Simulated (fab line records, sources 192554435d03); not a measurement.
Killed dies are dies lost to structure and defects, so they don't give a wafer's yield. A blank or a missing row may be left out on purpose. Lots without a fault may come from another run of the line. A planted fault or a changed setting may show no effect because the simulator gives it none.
Chamber matching | flow n5_finfet | N5_BEOL_M8_STRIP_36 on rie_diel-02: 4 sister chambers
The step strips in N2/H2. 22 wafers are shown with their chamber, then 11 later ones without.

WAFERS WITH THEIR CHAMBER
wafer  | chamber | showerhead_plenum_p_Torr (Torr) | throttle_valve_pct (%) | oes_product_au (a.u.)
L077.1 | 3       | 2.48                            | 23.66                  | 0.87
L077.4 | 0       | 2.55                            | 23.38                  | 0.79
L077.6 | 3       | 2.48                            | 23.67                  | 0.87
L078.3 | 2       | 2.42                            | 23.59                  | 0.75
L078.5 | 0       | 2.55                            | 23.38                  | 0.78
L078.6 | 1       | 2.60                            | 23.72                  | 0.90
L081.2 | 0       | 2.55                            | 23.40                  | 0.77
L081.4 | 3       | 2.47                            | 23.73                  | 0.86
L081.5 | 3       | 2.48                            | 23.70                  | 0.85
L083.1 | 0       | 2.55                            | 23.40                  | 0.77
L083.2 | 1       | 2.60                            | 23.80                  | 0.88
L083.6 | 3       | 2.47                            | 23.71                  | 0.84
L085.1 | 1       | 2.60                            | 23.81                  | 0.87
L085.3 | 0       | 2.54                            | 23.42                  | 0.76
L085.5 | 3       | 2.47                            | 23.71                  | 0.84
L087.1 | 0       | 2.54                            | 23.43                  | 0.75
L087.3 | 3       | 2.47                            | 23.72                  | 0.82
L087.4 | 1       | 2.60                            | 23.80                  | 0.87
L088.1 | 0       | 2.54                            | 23.43                  | 0.76
L088.4 | 1       | 2.59                            | 23.80                  | 0.85
L088.5 | 1       | 2.60                            | 23.80                  | 0.86
L089.3 | 0       | 2.54                            | 23.42                  | 0.76

SIGNATURES (means of the wafers above)
reading                  | chamber 0 | chamber 1 | chamber 2 | chamber 3 | scatter within a chamber
showerhead_plenum_p_Torr | 2.5450    | 2.5983    | 2.4200    | 2.4743    | 0.00503
throttle_valve_pct       | 23.4075   | 23.7883   | 23.5900   | 23.7000   | 0.0265
oes_product_au           | 0.7675    | 0.8717    | 0.7500    | 0.8500    | 0.016
Rule: a wafer's distance from a chamber is the root of the sum, over the readings, of the square of ((its reading less the chamber's mean) divided by the reading's scatter). The wafer belongs to the nearest chamber; if the next one is less than 2 further off, it can't be placed. The scatter: the root of (the sum of the squares of (reading less its chamber's mean) over the shown wafers, divided by (wafers less chambers)).

WAFERS WITHOUT THEIR CHAMBER
wafer  | showerhead_plenum_p_Torr (Torr) | throttle_valve_pct (%) | oes_product_au (a.u.)
L089.5 | 2.59                            | 23.80                  | 0.86
L089.6 | 2.40                            | 23.59                  | 0.73
L092.2 | 2.59                            | 23.84                  | 0.85
L092.3 | 2.40                            | 23.63                  | 0.73
L092.4 | 2.54                            | 23.45                  | 0.76
L096.3 | 2.59                            | 23.82                  | 0.84
L096.5 | 2.46                            | 23.76                  | 0.82
L096.6 | 2.40                            | 23.63                  | 0.72
L097.1 | 2.46                            | 23.75                  | 0.81
L097.4 | 2.59                            | 23.79                  | 0.84
L097.5 | 2.53                            | 23.46                  | 0.73

WHICH CHAMBER EACH WENT THROUGH
wafer  | from the rows above | in truth
L089.5 | 1                   | 1
L089.6 | 2                   | 2
L092.2 | 1                   | 1
L092.3 | 2                   | 2
L092.4 | 0                   | 0
L096.3 | 1                   | 1
L096.5 | 3                   | 3
L096.6 | 2                   | 2
L097.1 | 3                   | 3
L097.4 | 1                   | 1
L097.5 | 0                   | 0
Placed correctly: 11 of 11. Can't be placed from these rows: 0. Placed wrongly: 0.
